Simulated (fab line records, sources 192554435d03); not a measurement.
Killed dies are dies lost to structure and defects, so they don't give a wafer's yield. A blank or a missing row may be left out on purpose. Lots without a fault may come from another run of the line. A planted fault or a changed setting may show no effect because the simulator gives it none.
fab line records | flow n5_finfet | part 1 of 2: steps 1 to 4 of 6
record lots=21 wafers=63 last_day=19
route steps=1938 shown MOL_CONTACT_COAG@581
lots that met no fault: from a run of the same line without faults
start_h: hours from the record's first day to the start of the lot's first wafer shown | wait_h: hours since the lot's step before | " the same as in the row above | L1.1+2: a row that stands for several wafers | - no value, or no start given | * or withheld: withheld | < > ~ a bound
route shown NAME@n: a module of which the file shows steps, and the number in the route of the first | usual: mean/standard deviation of fault-free wafers | same: alike in all rows | chamber/n: place in a boat | sites: the reading at each site | _std_site: their standard deviation | _edge_site: outer sites' mean less inner sites' | radius_mm: how far each site lies from the wafer's centre | mask NAME#n: copy n | behind: the tool/chamber that last shaped the wafer | hold: why the lot was held/for how many hours/how that ended | device: the transistor (n, p or np) that didn't switch | end of line: the same wafers' tests at the end of the route | a step without rows: its recipe alone | killed: dies lost to structure and defects at the first sort, not the wafer's yield | map: a wafer's dies, x killed, . not, _ none there
set.NAME: the setting as run; set.NAME@STEP: as run at that earlier step | model.NAME: the simulator's own value behind a step, which no gauge read
steps of the route over a sample of lots; a table a step, a row a wafer
services: from which hour (start_h, from the record's first day; less than 0 if before it) a tool's chamber was out of use, for how many hours, and why
## steps
# step N5_MOL_CONTACT_COAG_ETCH_91
# recipe chemistry=N2/H2 target=SOC target_depth_a=600 overetch_a=210 mask_material=SiARC temp_c=40 time_s=101.2 ion_energy_ev=200 pressure_mtorr=30 source_w=840 bias_w=150 n2_flow_sccm=200 h2_flow_sccm=200
# usual drypump_motor_current_A=5.8/0.39 h2_flow_sccm=200.0/0.65 oes_product_au=0.69/0.075 rf_vpp_V=524/3.2 showerhead_plenum_p_Torr=2.54/0.11 temp_c=40.01/0.11 throttle_valve_pct=17.80/0.23
# columns lot.wafer tool chamber start_h wait_h drypump_motor_current_A h2_flow_sccm oes_product_au rf_hours_counter_h rf_vpp_V showerhead_plenum_p_Torr temp_c throttle_valve_pct
L074.1 rie_diel-03 1 96.87 0.0 5.5 200.1 0.77 19 529 2.73 40.03 17.91
L074.3 " 2 " " 5.7 200.6 0.59 200 521 2.43 40.04 18.09
L074.5 " 2 " " 5.7 200.0 0.60 - 521 2.43 39.96 18.09
L075.1 rie_diel-03 3 109.01 0.0 6.4 200.9 0.62 160 524 2.52 40.01 17.46
L075.3 " 2 " " 5.6 199.7 0.60 204 521 2.43 40.08 18.10
L075.6 " 1 " " 5.5 199.9 0.77 - 527 2.73 39.96 17.90
L076.2 rie_diel-03 2 112.03 0.0 5.6 200.0 0.59 205 520 2.43 40.20 18.11
L076.3 " 1 " " 5.5 200.3 0.75 23 529 2.73 39.96 17.91
L076.5 " 3 " " 6.4 199.6 0.61 - 525 2.52 39.95 17.45
L077.2 rie_diel-01 3 115.85 0.0 6.5 200.1 0.79 6 528 2.71 39.98 17.80
L077.4 " 1 " " 5.8 200.4 0.76 - 523 2.51 40.05 17.79
L077.6 " 3 " " 6.5 200.5 0.79 - 528 2.71 39.89 17.80
L079.1 rie_diel-03 1 129.73 0.0 5.5 199.6 0.76 29 528 2.73 39.77 17.93
L079.2 " 0 " " 5.7 200.0 0.58 247 520 2.40 39.77 17.85
L079.4 " 3 " " 6.4 201.3 0.61 166 524 2.52 40.04 17.47
L080.1 rie_diel-03 1 135.95 0.0 5.5 199.9 0.75 31 528 2.72 39.99 17.93
L080.3 " 2 " " 5.6 199.7 0.59 214 521 2.43 40.07 18.11
L080.4 " 0 " " 5.7 199.4 0.59 249 518 2.40 40.15 17.84
L081.2 rie_diel-03 2 138.44 0.0 5.6 199.1 0.59 215 519 2.43 39.83 18.12
L081.4 " 3 " " 6.5 199.4 0.61 - 524 2.51 39.99 17.48
L081.6 " 2 " " 5.7 199.1 0.58 - 522 2.43 39.87 18.12
L082.1 rie_diel-01 2 148.28 0.0 5.1 199.8 0.81 3 523 2.48 40.06 17.29
L082.4 " 1 " " 5.8 199.9 0.75 46 522 2.50 40.28 17.82
L082.6 " 3 " " 6.5 200.9 0.76 - 528 2.70 39.90 17.82
L083.1 rie_diel-05 0 155.02 0.0 5.5 200.9 0.66 109 519 2.37 40.08 18.21
L083.2 " 2 " " 5.6 199.9 0.72 45 528 2.67 40.04 17.58
L083.5 " 3 " " 5.5 199.4 0.58 - 526 2.62 39.91 18.06
L084.2 rie_diel-03 1 158.83 0.0 5.5 200.1 0.73 42 528 2.72 40.11 17.96
L084.4 " 2 " " 5.7 199.7 0.58 - 520 2.42 40.03 18.14
L084.5 " 1 " " 5.4 199.6 0.74 - 529 2.72 40.07 17.94
L085.2 rie_diel-05 3 169.66 0.0 5.5 199.8 0.58 236 526 2.62 39.97 18.05
L085.4 " 0 " " 5.6 200.5 0.67 113 520 2.37 39.79 18.22
L085.6 " 1 " " 5.6 200.1 0.79 - 522 2.50 39.99 17.72
L086.2 rie_diel-05 1 173.11 0.0 5.6 200.1 0.79 7 523 2.50 39.94 17.72
L086.4 " 0 " " 5.5 200.5 0.66 115 519 2.36 39.98 18.23
L086.5 " 2 " " 5.7 199.4 0.72 - 528 2.67 40.08 17.59
L087.3 rie_diel-03 2 178.39 0.0 5.6 201.1 0.57 232 521 2.42 39.90 18.14
L087.4 " 3 " " 6.4 200.1 0.60 - 523 2.51 40.05 17.51
L087.5 " 2 " " 5.6 200.9 0.57 - 519 2.42 40.00 18.14
L088.1 rie_diel-01 2 181.41 0.0 5.1 199.9 0.77 16 522 2.47 40.02 17.30
L088.2 " 1 " " 5.8 200.3 0.73 59 524 2.50 39.98 17.83
L088.5 " 1 " " 5.9 199.9 0.73 - 521 2.50 40.09 17.82
L089.1 rie_diel-01 0 186.24 0.0 5.7 199.2 0.74 25 521 2.49 39.94 17.76
L089.2 " 2 " " 5.1 200.4 0.76 17 522 2.47 39.95 17.31
L089.4 " 3 " " 6.5 200.4 0.73 33 527 2.69 39.87 17.84
L090.1 rie_diel-01 1 194.23 0.0 5.8 199.2 0.72 63 522 2.49 40.33 17.84
L090.4 " 1 " " 5.9 199.5 0.73 - 522 2.49 40.17 17.85
L090.6 " 0 " " 5.7 199.3 0.74 - 522 2.49 40.05 17.78
L092.2 rie_diel-03 1 207.67 0.0 5.5 201.2 0.72 62 527 2.71 40.00 17.99
L092.3 " 0 " " 5.6 200.2 0.79 9 528 2.71 40.02 17.50
L092.5 " 0 " " 5.6 199.3 0.79 - 528 2.71 39.93 17.49
L093.2 rie_diel-01 1 210.40 0.0 5.9 200.5 0.71 70 522 2.49 40.22 17.84
L093.4 " 0 " " 5.7 200.8 0.73 - 524 2.49 40.10 17.78
L093.6 " 3 " " 6.5 199.7 0.72 - 528 2.69 40.16 17.86
L094.3 rie_diel-05 0 224.23 0.0 5.5 200.7 0.65 131 518 2.36 40.22 18.26
L094.4 " 2 " " 5.6 200.7 0.69 - 528 2.66 39.97 17.62
L094.5 " 0 " " 5.5 199.1 0.65 - 517 2.36 40.19 18.24
L096.1 rie_diel-05 2 237.87 0.0 5.6 200.2 0.69 77 529 2.66 40.04 17.64
L096.3 " 0 " " 5.5 198.9 0.64 136 519 2.36 40.09 18.26
L096.4 " 1 " " 5.6 199.9 0.73 34 522 2.49 39.78 17.76
L097.1 rie_diel-05 0 240.21 0.0 5.6 199.9 0.65 137 518 2.36 40.07 18.26
L097.3 " 2 " " 5.7 199.6 0.69 78 528 2.66 40.08 17.64
L097.6 " 3 " " 5.5 199.6 0.78 - 525 2.62 39.98 17.75
# step N5_MOL_CONTACT_COAG_VIA_ETCH_46
# recipe chemistry=C4F6/O2 target_depth_a=460 overetch_a=92 mask_material=SOC target=SiO2 bias_w=455 pressure_mtorr=10 time_s=40 source_w=325 Ar_flow_sccm=300 C4F6_flow_sccm=10 O2_flow_sccm=10 ion_energy_ev=575.3 ends=end_point
# usual drypump_motor_current_A=5.8/0.39 oes_product_au=0.73/0.079 rf_vpp_V=1609/27 showerhead_plenum_p_Torr=2.84/0.13 throttle_valve_pct=40.9/0.4
# columns lot.wafer tool chamber start_h wait_h drypump_motor_current_A oes_product_au rf_hours_counter_h rf_vpp_V showerhead_plenum_p_Torr throttle_valve_pct
L074.1 rie_diel-03 1 96.99 0.0 5.4 0.83 19 1634 3.02 41.4
L074.3 " 2 " " 5.7 0.62 200 1604 2.71 40.8
L074.5 " 2 " " 5.7 0.63 - 1605 2.71 40.8
L075.1 rie_diel-03 3 109.13 0.0 6.4 0.65 160 1639 2.82 40.5
L075.3 " 2 " " 5.6 0.64 204 1603 2.71 40.8
L075.6 " 1 " " 5.4 0.81 - 1635 3.02 41.4
L076.2 rie_diel-03 2 112.15 0.0 5.7 0.63 205 1604 2.71 40.8
L076.3 " 1 " " 5.5 0.82 23 1634 3.01 41.4
L076.5 " 3 " " 6.4 0.66 - 1639 2.82 40.5
L077.2 rie_diel-01 3 115.97 0.0 6.5 0.84 6 1632 3.05 41.6
L077.4 " 1 " " 5.9 0.82 - 1574 2.79 41.1
L077.6 " 3 " " 6.5 0.83 - 1632 3.05 41.6
L079.1 rie_diel-03 1 129.85 0.0 5.5 0.80 29 1634 3.01 41.4
L079.2 " 0 " " 5.6 0.62 247 1596 2.68 40.3
L079.4 " 3 " " 6.4 0.66 166 1639 2.82 40.5
L080.1 rie_diel-03 1 136.07 0.0 5.5 0.80 31 1633 3.01 41.4
L080.3 " 2 " " 5.6 0.62 214 1605 2.70 40.8
L080.4 " 0 " " 5.6 0.63 249 1597 2.68 40.3
L081.2 rie_diel-03 2 138.56 0.0 5.7 0.62 215 1602 2.70 40.8
L081.4 " 3 " " 6.4 0.65 - 1637 2.82 40.5
L081.6 " 2 " " 5.7 0.63 - 1604 2.70 40.8
L082.1 rie_diel-01 2 148.40 0.0 5.1 0.85 3 1638 2.77 40.3
L082.4 " 1 " " 5.8 0.80 46 1573 2.78 41.1
L082.6 " 3 " " 6.5 0.80 - 1631 3.04 41.6
L083.1 rie_diel-05 0 155.15 0.0 5.6 0.70 109 1555 2.63 40.8
L083.2 " 2 " " 5.7 0.78 45 1621 2.98 40.7
L083.5 " 3 " " 5.5 0.61 - 1615 2.92 40.5
L084.2 rie_diel-03 1 158.96 0.0 5.5 0.79 42 1632 3.01 41.4
L084.4 " 2 " " 5.6 0.63 - 1603 2.70 40.8
L084.5 " 1 " " 5.5 0.78 - 1634 3.01 41.4
L085.2 rie_diel-05 3 169.79 0.0 5.5 0.61 236 1614 2.92 40.5
L085.4 " 0 " " 5.5 0.71 113 1556 2.63 40.8
L085.6 " 1 " " 5.6 0.85 - 1564 2.81 41.1
L086.2 rie_diel-05 1 173.23 0.0 5.6 0.82 7 1563 2.81 41.1
L086.4 " 0 " " 5.6 0.71 115 1556 2.63 40.8
L086.5 " 2 " " 5.6 0.76 - 1619 2.98 40.7
L087.3 rie_diel-03 2 178.51 0.0 5.7 0.61 232 1601 2.69 40.8
L087.4 " 3 " " 6.4 0.64 - 1635 2.81 40.5
L087.5 " 2 " " 5.7 0.63 - 1603 2.69 40.8
L088.1 rie_diel-01 2 181.53 0.0 5.1 0.82 16 1639 2.77 40.4
L088.2 " 1 " " 5.8 0.78 59 1572 2.78 41.1
L088.5 " 1 " " 5.8 0.78 - 1572 2.78 41.2
L089.1 rie_diel-01 0 186.36 0.0 5.6 0.78 25 1597 2.79 41.0
L089.2 " 2 " " 5.1 0.82 17 1637 2.77 40.4
L089.4 " 3 " " 6.5 0.78 33 1631 3.04 41.7
L090.1 rie_diel-01 1 194.35 0.0 5.8 0.78 63 1571 2.78 41.1
L090.4 " 1 " " 5.8 0.77 - 1572 2.78 41.1
L090.6 " 0 " " 5.6 0.79 - 1597 2.79 41.0
L092.2 rie_diel-03 1 207.80 0.0 5.4 0.75 62 1633 3.00 41.5
L092.3 " 0 " " 5.6 0.84 9 1625 3.01 40.8
L092.5 " 0 " " 5.6 0.84 - 1624 3.01 40.8
L093.2 rie_diel-01 1 210.53 0.0 5.9 0.76 70 1570 2.77 41.1
L093.4 " 0 " " 5.7 0.79 - 1598 2.78 41.0
L093.6 " 3 " " 6.5 0.77 - 1630 3.03 41.7
L094.3 rie_diel-05 0 224.35 0.0 5.6 0.69 131 1555 2.62 40.8
L094.4 " 2 " " 5.6 0.74 - 1620 2.97 40.7
L094.5 " 0 " " 5.5 0.70 - 1554 2.62 40.8
L096.1 rie_diel-05 2 237.99 0.0 5.7 0.74 77 1621 2.97 40.7
L096.3 " 0 " " 5.6 0.68 136 1555 2.62 40.9
L096.4 " 1 " " 5.6 0.79 34 1564 2.80 41.2
L097.1 rie_diel-05 0 240.34 0.0 5.5 0.68 137 1555 2.62 40.9
L097.3 " 2 " " 5.6 0.73 78 1621 2.97 40.7
L097.6 " 3 " " 5.5 0.85 - 1615 2.91 41.1
# step N5_MOL_CONTACT_COAG_DESCUM_45
# recipe chemistry=O2 time_s=7 source_power_w=50 bias_power_w=20 pressure_mtorr=20 rf_frequency_hz=2.712e+07 temp_c=40 resist=CAR-EUV o2_flow_sccm=225
# usual drypump_motor_current_A=5.8/0.4 oes_product_au=0.82/0.097 rf_vpp_V=243.1/1.7 showerhead_plenum_p_Torr=2.10/0.095 temp_c=40.01/0.1 throttle_valve_pct=20.46/0.23
# columns lot.wafer tool chamber start_h wait_h drypump_motor_current_A oes_product_au rf_hours_counter_h rf_vpp_V showerhead_plenum_p_Torr temp_c throttle_valve_pct
L074.1 rie_diel-01 2 97.77 0.0 5.1 0.68 247 244.4 2.04 40.20 20.36
L074.3 " 0 " " 5.6 0.67 248 241.3 2.04 39.94 20.60
L074.5 " 2 " " 5.1 0.68 - 243.1 2.04 40.14 20.38
L075.1 rie_diel-03 3 109.91 0.0 6.4 0.74 160 242.7 2.10 40.04 20.31
L075.3 " 1 " " 5.4 0.92 22 245.8 2.22 40.02 20.36
L075.6 " 2 " " 5.7 0.70 - 242.2 2.01 40.01 20.78
L076.2 rie_diel-01 2 113.21 0.2 5.1 0.68 253 241.9 2.04 40.09 20.38
L076.3 " 3 " " 6.5 0.94 5 244.9 2.25 39.96 20.64
L076.5 " 1 " " 5.8 0.93 - 242.6 2.07 40.13 20.35
L077.2 rie_diel-03 0 116.75 0.0 5.6 0.68 244 239.9 1.97 40.06 20.27
L077.4 " 1 " " 5.4 0.91 26 245.3 2.22 40.06 20.37
L077.6 " 0 " " 5.6 0.69 - 241.9 1.97 40.20 20.24
L079.1 rie_diel-03 2 130.63 0.0 5.6 0.70 211 241.0 2.01 40.06 20.78
L079.2 " 0 " " 5.6 0.68 247 242.3 1.96 40.21 20.26
L079.4 " 1 " " 5.4 0.90 29 243.8 2.22 39.91 20.38
L080.1 rie_diel-01 1 136.87 0.1 5.8 0.91 42 242.5 2.07 40.07 20.36
L080.3 " 3 " " 6.4 0.92 16 245.2 2.24 40.05 20.67
L080.4 " 3 " " 6.4 0.93 - 245.5 2.24 39.94 20.67
L081.2 rie_diel-03 2 140.08 0.7 5.7 0.70 216 242.0 2.00 39.98 20.80
L081.4 " 2 " " 5.6 0.71 - 242.1 2.00 40.04 20.80
L081.6 " 3 " " 6.4 0.73 - 242.9 2.10 40.01 20.32
L082.1 rie_diel-01 2 149.17 0.0 5.1 0.97 3 244.1 2.04 40.01 20.00
L082.4 " 3 " " 6.4 0.91 20 244.0 2.24 40.05 20.68
L082.6 " 2 " " 5.1 0.97 - 242.5 2.04 39.99 20.00
L083.1 rie_diel-03 1 155.92 0.0 5.5 0.90 41 245.3 2.21 39.97 20.40
L083.2 " 2 " " 5.7 0.69 223 242.3 2.00 40.10 20.80
L083.5 " 2 " " 5.6 0.70 - 241.6 2.00 39.90 20.80
L084.2 rie_diel-03 3 160.11 0.0 6.5 0.72 179 241.9 2.09 40.03 20.36
L084.4 " 3 " " 6.5 0.72 - 243.3 2.09 40.03 20.34
L084.5 " 1 " " 5.5 0.88 - 244.7 2.21 40.03 20.39
L085.2 rie_diel-01 3 170.65 0.1 6.5 0.89 29 245.7 2.24 39.99 20.68
L085.4 " 1 " " 5.8 0.88 55 242.0 2.06 39.89 20.39
L085.6 " 0 " " 5.6 0.91 - 241.6 2.03 40.07 20.25
L086.2 rie_diel-01 0 174.31 0.3 5.6 0.91 21 242.2 2.03 40.07 20.27
L086.4 " 2 " " 5.1 0.93 14 241.7 2.03 39.92 20.01
L086.5 " 3 " " 6.5 0.90 - 244.6 2.24 40.01 20.70
L087.3 rie_diel-05 2 179.29 0.0 5.7 0.85 53 244.3 2.23 40.15 20.42
L087.4 " 0 " " 5.5 0.79 116 239.4 1.94 39.87 20.82
L087.5 " 0 " " 5.5 0.79 - 240.0 1.94 39.90 20.78
L088.1 rie_diel-05 3 182.31 0.0 5.5 0.68 240 243.3 2.15 39.98 20.62
L088.2 " 1 " " 5.5 0.91 10 243.1 2.04 40.04 20.22
L088.5 " 2 " " 5.7 0.85 - 246.2 2.23 40.03 20.42
L089.1 rie_diel-03 3 187.26 0.0 6.4 0.70 192 242.6 2.09 40.11 20.35
L089.2 " 2 " " 5.6 0.69 235 241.6 2.00 40.02 20.82
L089.4 " 1 " " 5.4 0.87 56 245.6 2.21 39.79 20.42
L090.1 rie_diel-01 0 196.42 0.3 5.6 0.88 28 242.9 2.03 39.93 20.26
L090.4 " 0 " " 5.7 0.88 - 243.2 2.03 39.81 20.28
L090.6 " 3 " " 6.5 0.87 - 244.2 2.23 40.12 20.69
L092.2 rie_diel-01 3 209.06 0.5 6.4 0.87 42 246.4 2.23 40.03 20.70
L092.3 " 1 " " 5.8 0.87 69 242.3 2.06 40.01 20.42
L092.5 " 3 " " 6.5 0.87 - 245.9 2.23 39.99 20.70
L093.2 rie_diel-01 1 211.31 0.0 5.8 0.86 70 241.1 2.06 39.91 20.42
L093.4 " 3 " " 6.5 0.87 - 244.2 2.23 40.01 20.70
L093.6 " 1 " " 5.8 0.87 - 242.2 2.06 39.96 20.42
L094.3 rie_diel-03 1 225.32 0.1 5.4 0.85 68 244.4 2.20 40.13 20.45
L094.4 " 2 " " 5.7 0.68 244 240.8 2.00 40.00 20.86
L094.5 " 1 " " 5.4 0.85 - 244.9 2.20 40.20 20.43
L096.1 rie_diel-01 2 238.77 0.0 5.1 0.90 27 242.6 2.03 39.79 20.03
L096.3 " 1 " " 5.8 0.86 79 243.3 2.05 39.84 20.45
L096.4 " 0 " " 5.7 0.85 43 243.5 2.03 40.08 20.27
L097.1 rie_diel-03 2 241.11 0.0 5.6 0.68 249 241.2 1.99 39.93 20.84
L097.3 " 1 " " 5.5 0.83 74 243.7 2.20 40.29 20.46
L097.6 " 2 " " 5.7 0.67 - 242.1 1.99 39.91 20.83
# step N5_MOL_CONTACT_COAG_ALD_133
# recipe material=SiO2 target_thk_a=50 temp_c=100 ald_precursor_family=BDEAS ald_co_reactant=O2-plasma pulse_time_s=1 co_reactant_pulse_time_s=1 purge_time_s=2 co_reactant_purge_time_s=2 ald_cycles=35 pressure_torr=2
# usual heater_power_w=78/7 precursor_pulse_height_rel=1.003/0.02
# columns lot.wafer tool chamber start_h wait_h heater_power_w precursor_pulse_height_rel since_wet_clean_h
L074.1 ald_sin-01 0 97.90 0.1 71 1.016 195
L074.3 " 1 " " 73 1.050 195
L074.5 " 0 " " 71 0.985 -
L075.1 ald_sin-04 1 110.04 0.1 69 0.996 298
L075.3 " 3 " " 71 0.991 298
L075.6 " 1 " " 73 0.989 -
L076.2 ald_sin-03 3 113.34 0.1 85 0.987 104
L076.3 " 0 " " 67 1.006 104
L076.5 " 1 " " 80 1.000 -
L077.2 ald_sin-01 2 116.89 0.1 80 0.990 214
L077.4 " 1 " " 72 1.037 214
L077.6 " 2 " " 78 0.980 -
L079.1 ald_sin-01 3 130.76 0.1 76 1.029 228
L079.2 " 2 " " 79 1.049 228
L079.4 " 1 " " 73 0.988 228
L080.1 ald_sin-01 1 137.01 0.1 74 0.967 235
L080.3 " 3 " " 76 1.028 235
L080.4 " 0 " " 72 1.018 235
L081.2 ald_sin-01 0 140.21 0.1 72 1.018 238
L081.4 " 3 " " 78 0.983 238
L081.6 " 0 " " 71 1.012 -
L082.1 ald_sin-03 0 149.31 0.1 69 1.032 140
L082.4 " 1 " " 82 1.008 140
L082.6 " 0 " " 66 1.026 -
L083.1 ald_sin-01 1 156.17 0.2 74 0.971 254
L083.2 " 2 " " 79 1.010 254
L083.5 " 0 " " 72 0.990 -
L084.2 ald_sin-04 0 160.24 0.1 76 1.013 348
L084.4 " 2 " " 78 1.031 348
L084.5 " 2 " " 77 0.978 -
L085.2 ald_sin-03 0 170.79 0.1 67 0.986 161
L085.4 " 1 " " 83 0.998 -
L085.6 " 3 " " 86 0.989 -
L086.2 ald_sin-03 1 174.44 0.1 78 0.958 165
L086.4 " 0 " " 68 0.996 -
L086.5 " 3 " " 87 1.011 -
L087.3 ald_sin-03 1 179.42 0.1 80 0.974 170
L087.4 " 0 " " 68 1.039 170
L087.5 " 1 " " 82 1.017 -
L088.1 ald_sin-03 3 183.49 1.1 86 0.993 174
L088.2 " 2 " " 88 1.022 174
L088.5 " 3 " " 86 1.005 -
L089.1 ald_sin-03 2 187.40 0.1 88 1.000 178
L089.2 " 1 " " 80 0.998 178
L089.4 " 0 " " 67 1.032 178
L090.1 ald_sin-03 2 196.56 0.1 85 1.007 187
L090.4 " 0 " " 67 1.009 187
L090.6 " 2 " " 87 1.029 -
L092.2 ald_sin-03 2 209.19 0.1 89 0.999 200
L092.3 " 3 " " 86 0.987 200
L092.5 " 3 " " 86 0.973 -
L093.2 ald_sin-04 0 211.44 0.1 79 1.006 20
L093.4 " 1 " " 71 0.987 20
L093.6 " 0 " " 80 0.998 -
L094.3 ald_sin-04 3 225.55 0.1 70 1.012 34
L094.4 " 1 " " 72 1.017 34
L094.5 " 1 " " 73 0.987 -
L096.1 ald_sin-03 0 238.91 0.1 67 1.000 229
L096.3 " 1 " " 80 1.019 229
L096.4 " 2 " " 87 1.002 229
L097.1 ald_sin-03 0 241.77 0.6 67 1.005 232
L097.3 " 1 " " 83 1.003 232
L097.6 " 3 " " 88 1.033 -
